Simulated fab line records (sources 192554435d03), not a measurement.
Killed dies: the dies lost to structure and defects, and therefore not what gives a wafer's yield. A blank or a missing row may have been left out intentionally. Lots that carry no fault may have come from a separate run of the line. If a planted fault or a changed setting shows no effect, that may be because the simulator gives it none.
Matching of chambers	flow n5 finfet	N5_BEOL_M10_ETCH_65 on rie diel-01 has 4 sister chambers
The step etches SiARC in CF4, target depth 39 nm, time 65 s. 4 wafers are shown with their chamber, then 11 later ones without.

## WAFERS, EACH WITH ITS CHAMBER
wafer	chamber	showerhead plenum p Torr (Torr)
L084.3	0	2.18
L083.3	3	2.09
L083.6	2	2.27
L087.1	1	2.19

## WAFERS MISSING THEIR CHAMBER
wafer	showerhead plenum p Torr (Torr)
L087.5	2.27
L087.6	2.09
L090.1	2.08
L090.4	2.08
L090.5	2.17
L092.1	2.26
L092.4	2.17
L092.6	2.08
L094.3	2.18
L094.4	2.17
L094.6	2.26

## WHICH CHAMBER EACH WENT THROUGH
wafer	from the rows above	in truth
L087.5	2	2
L087.6	3	3
L090.1	3	3
L090.4	3	3
L090.5	can't be placed: 0 or 1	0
L092.1	2	2
L092.4	can't be placed: 0 or 1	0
L092.6	3	3
L094.3	can't be placed: 0 or 1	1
L094.4	can't be placed: 0 or 1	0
L094.6	2	2
Placed correctly: 7 of 11. Unplaceable from these rows: 4, with the true chamber sitting among the candidates in 4. Wrongly placed: 0.
How it was worked out, from the rows above alone: a wafer's distance from a chamber is the root of the sum, over the readings, of the square of ((its reading less the chamber's mean) divided by the reading's scatter). The wafer belongs to the nearest chamber; if the next one is less than 2 further off, it can't be placed. The mean given for a chamber averages the wafers shown for that chamber. The scatter: with one shown wafer a chamber, the root of the mean of the squares of how far each hidden wafer lies from its nearest shown one.
